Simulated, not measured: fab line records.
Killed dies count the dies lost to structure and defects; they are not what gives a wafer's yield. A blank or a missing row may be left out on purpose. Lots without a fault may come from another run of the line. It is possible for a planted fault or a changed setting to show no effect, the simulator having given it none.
Split-lot study :: flow n5-finfet :: 39 wafers read across 7 lots, on a route 1938 steps long

== THE SPLIT ==
At N5_HKMG_FIN_ETCH_35 (etches SOC in N2/H2, target depth 215.8 nm, time 243.4 s), the setting source-w was moved away from the recipe's 3000 W on 15 of the 39 wafers read, by -16.3% to +14.5%. The other wafers ran this setting at the recipe's value.

The reading is taken at the split's own step.

== THE READING ==
rf-vpp-V, in V, at N5_HKMG_FIN_ETCH_35 (etches SOC in N2/H2, target depth 215.8 nm, time 243.4 s). Fault-free wafers of this fab line usually give 141.7 V, standard deviation 1 V.

wafer: L077.1
tool, chamber at the split: rie-diel-01, 0
source-w as run, W: 3435
against the recipe: +14.5%
rf-vpp-V, V: 136.4
against lot-mates on the recipe: -4.9

wafer: L077.2
tool, chamber at the split: rie-diel-01, 3
source-w as run, W: 3435
against the recipe: +14.5%
rf-vpp-V, V: 136.4
against lot-mates on the recipe: -4.9

wafer: L077.3
tool, chamber at the split: rie-diel-01, 2
source-w as run, W: 3435
against the recipe: +14.5%
rf-vpp-V, V: 134.6
against lot-mates on the recipe: -6.7

wafer: L077.4
tool, chamber at the split: rie-diel-01, 1
source-w as run, W: 3000
against the recipe: recipe
rf-vpp-V, V: 139.7
against lot-mates on the recipe: -

wafer: L077.5
tool, chamber at the split: rie-diel-01, 1
source-w as run, W: 3000
against the recipe: recipe
rf-vpp-V, V: 142.1
against lot-mates on the recipe: -

wafer: L077.6
tool, chamber at the split: rie-diel-01, 2
source-w as run, W: 3000
against the recipe: recipe
rf-vpp-V, V: 142.2
against lot-mates on the recipe: -

wafer: L078.1
tool, chamber at the split: rie-diel-01, 2
source-w as run, W: 3000
against the recipe: recipe
rf-vpp-V, V: 141.6
against lot-mates on the recipe: -

wafer: L078.2
tool, chamber at the split: rie-diel-01, 0
source-w as run, W: 2512
against the recipe: -16.3%
rf-vpp-V, V: 153.4
against lot-mates on the recipe: +12.0

wafer: L078.3
tool, chamber at the split: rie-diel-01, 3
source-w as run, W: 2512
against the recipe: -16.3%
rf-vpp-V, V: 152.2
against lot-mates on the recipe: +10.8

wafer: L078.4
tool, chamber at the split: rie-diel-01, 1
source-w as run, W: 3000
against the recipe: recipe
rf-vpp-V, V: 141.2
against lot-mates on the recipe: -

wafer: L078.5
tool, chamber at the split: rie-diel-01, 0
source-w as run, W: 3000
against the recipe: recipe
rf-vpp-V, V: 141.5
against lot-mates on the recipe: -

wafer: L078.6
tool, chamber at the split: rie-diel-01, 1
source-w as run, W: 2512
against the recipe: -16.3%
rf-vpp-V, V: 149.7
against lot-mates on the recipe: +8.3

wafer: L086.1
tool, chamber at the split: rie-diel-01, 1
source-w as run, W: 3000
against the recipe: recipe
rf-vpp-V, V: 139.3
against lot-mates on the recipe: -

wafer: L086.2
tool, chamber at the split: rie-diel-01, 3
source-w as run, W: 3000
against the recipe: recipe
rf-vpp-V, V: 141.9
against lot-mates on the recipe: -

wafer: L086.3
tool, chamber at the split: rie-diel-01, 2
source-w as run, W: 3000
against the recipe: recipe
rf-vpp-V, V: 141.3
against lot-mates on the recipe: -

wafer: L086.4
tool, chamber at the split: rie-diel-01, 3
source-w as run, W: 3000
against the recipe: recipe
rf-vpp-V, V: 144.1
against lot-mates on the recipe: -

wafer: L086.5
tool, chamber at the split: rie-diel-01, 2
source-w as run, W: 3000
against the recipe: recipe
rf-vpp-V, V: 141.3
against lot-mates on the recipe: -

wafer: L086.6
tool, chamber at the split: rie-diel-01, 1
source-w as run, W: 3000
against the recipe: recipe
rf-vpp-V, V: 140.2
against lot-mates on the recipe: -

wafer: L090.1
tool, chamber at the split: rie-diel-01, 2
source-w as run, W: 3000
against the recipe: recipe
rf-vpp-V, V: 142.5
against lot-mates on the recipe: -

wafer: L090.2
tool, chamber at the split: rie-diel-01, 1
source-w as run, W: 3000
against the recipe: recipe
rf-vpp-V, V: 141.5
against lot-mates on the recipe: -

wafer: L090.3
tool, chamber at the split: rie-diel-01, 3
source-w as run, W: 3149
against the recipe: +5.0%
rf-vpp-V, V: 139.7
against lot-mates on the recipe: -1.6

wafer: L090.4
tool, chamber at the split: rie-diel-01, 3
source-w as run, W: 3149
against the recipe: +5.0%
rf-vpp-V, V: 140.8
against lot-mates on the recipe: -0.5

wafer: L090.5
tool, chamber at the split: rie-diel-01, 2
source-w as run, W: 3149
against the recipe: +5.0%
rf-vpp-V, V: 138.5
against lot-mates on the recipe: -2.8

wafer: L090.6
tool, chamber at the split: rie-diel-01, 1
source-w as run, W: 3000
against the recipe: recipe
rf-vpp-V, V: 139.9
against lot-mates on the recipe: -

wafer: L091.1
tool, chamber at the split: rie-diel-03, 1
source-w as run, W: 3000
against the recipe: recipe
rf-vpp-V, V: 142.0
against lot-mates on the recipe: -

wafer: L091.2
tool, chamber at the split: rie-diel-03, 2
source-w as run, W: 2597
against the recipe: -13.4%
rf-vpp-V, V: 146.8
against lot-mates on the recipe: +5.1

wafer: L091.3
tool, chamber at the split: rie-diel-03, 3
source-w as run, W: 3000
against the recipe: recipe
rf-vpp-V, V: 140.6
against lot-mates on the recipe: -

wafer: L091.4
tool, chamber at the split: rie-diel-03, 2
source-w as run, W: 2597
against the recipe: -13.4%
rf-vpp-V, V: 147.9
against lot-mates on the recipe: +6.2

wafer: L091.5
tool, chamber at the split: rie-diel-03, 3
source-w as run, W: 2597
against the recipe: -13.4%
rf-vpp-V, V: 149.7
against lot-mates on the recipe: +8.0

wafer: L091.6
tool, chamber at the split: rie-diel-03, 1
source-w as run, W: 3000
against the recipe: recipe
rf-vpp-V, V: 142.6
against lot-mates on the recipe: -

wafer: L092.3
tool, chamber at the split: rie-diel-01, 1
source-w as run, W: 3000
against the recipe: recipe
rf-vpp-V, V: 141.9
against lot-mates on the recipe: -

wafer: L092.5
tool, chamber at the split: rie-diel-01, 2
source-w as run, W: 3000
against the recipe: recipe
rf-vpp-V, V: 140.7
against lot-mates on the recipe: -

wafer: L092.6
tool, chamber at the split: rie-diel-01, 1
source-w as run, W: 3000
against the recipe: recipe
rf-vpp-V, V: 140.0
against lot-mates on the recipe: -

wafer: L097.1
tool, chamber at the split: rie-diel-02, 0
source-w as run, W: 2586
against the recipe: -13.8%
rf-vpp-V, V: 149.2
against lot-mates on the recipe: +7.9

wafer: L097.2
tool, chamber at the split: rie-diel-02, 2
source-w as run, W: 2586
against the recipe: -13.8%
rf-vpp-V, V: 150.2
against lot-mates on the recipe: +8.9

wafer: L097.3
tool, chamber at the split: rie-diel-02, 1
source-w as run, W: 3000
against the recipe: recipe
rf-vpp-V, V: 141.9
against lot-mates on the recipe: -

wafer: L097.4
tool, chamber at the split: rie-diel-02, 3
source-w as run, W: 2586
against the recipe: -13.8%
rf-vpp-V, V: 150.6
against lot-mates on the recipe: +9.3

wafer: L097.5
tool, chamber at the split: rie-diel-02, 1
source-w as run, W: 3000
against the recipe: recipe
rf-vpp-V, V: 139.3
against lot-mates on the recipe: -

wafer: L097.6
tool, chamber at the split: rie-diel-02, 0
source-w as run, W: 3000
against the recipe: recipe
rf-vpp-V, V: 142.8
against lot-mates on the recipe: -

FIT RESULTS
A straight line over all 39 wafers: rf-vpp-V changes by -0.526 V for each +1% of source-w; r = -0.95; the points scatter about the line by 1.4 V.
The same after taking each lot's own level away (the mean of its wafers on the recipe; 39 wafers): -0.519 V for each +1%; r = -0.95; scatter 1.4 V.
That fit puts the effect of the largest move of source-w on the reading at 8.4 V.
Measured against the standard deviation above, the lots' own levels, which go from 140.87 to 141.73 V, span 0.9 times it.
Consequently the slope shifts little with the lot-to-lot level, the two slopes agreeing.
Check: with one of the wafers moved furthest among these (-16.3%) left out of the fit, the line predicts +8.5 V for it against its lot-mates. Against them it came out at +12 V.
Tool readings at the split's step, against how far the setting was moved: rf-vpp-V r = -0.95.

== OTHER SPLITS ON THESE WAFERS ==
Other splits were also applied to these wafers ahead of the reading. Each is held against what the fit with the lots' levels taken away leaves over:
other split on the same wafers: N5_DUMMY_GATE_ETCH_37 source-w
wafers away from the commonest value: 12
r with rf-vpp-V (lot level and that fit taken away): +0.03

other split on the same wafers: N5_DUMMY_GATE_ETCH_31 target-depth-a
wafers away from the commonest value: 9
r with rf-vpp-V (lot level and that fit taken away): -0.01

other split on the same wafers: N5_SPACER0_ALD_00 ald-cycles
wafers away from the commonest value: 15
r with rf-vpp-V (lot level and that fit taken away): -0.11

== THE WHOLE CHAIN: every reading that the file lists as answering this split, in the file's order ==
step: N5_HKMG_FIN_ETCH_35
what it does: etches SOC in N2/H2, target depth 215.8 nm, time 243.4 s
reading: rf-vpp-V
change (the file's fit): -0.532 V for each +1% of the setting
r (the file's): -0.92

step: N5_HKMG_FIN_ETCH_35
what it does: etches SOC in N2/H2, target depth 215.8 nm, time 243.4 s
reading: SOC_of_HKMG_FIN_COAT_29.thk-nm (the simulator's own value, which no gauge read)
change (the file's fit): -1.79 nm for each +1% of the setting
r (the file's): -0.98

step: N5_HKMG_FIN_ETCH_35
what it does: etches SOC in N2/H2, target depth 215.8 nm, time 243.4 s
reading: etch.depth-nm (the simulator's own value, which no gauge read)
change (the file's fit): +1.79 nm for each +1% of the setting
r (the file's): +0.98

step: N5_HKMG_FIN_ETCH_35
what it does: etches SOC in N2/H2, target depth 215.8 nm, time 243.4 s
reading: HKMG_FIN.feature-depth-nm (the simulator's own value, which no gauge read)
change (the file's fit): +1.79 nm for each +1% of the setting
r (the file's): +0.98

== FILE'S OWN FIT ==
rf-vpp-V changes by -0.532 V for each +1% of source-w, r = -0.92.
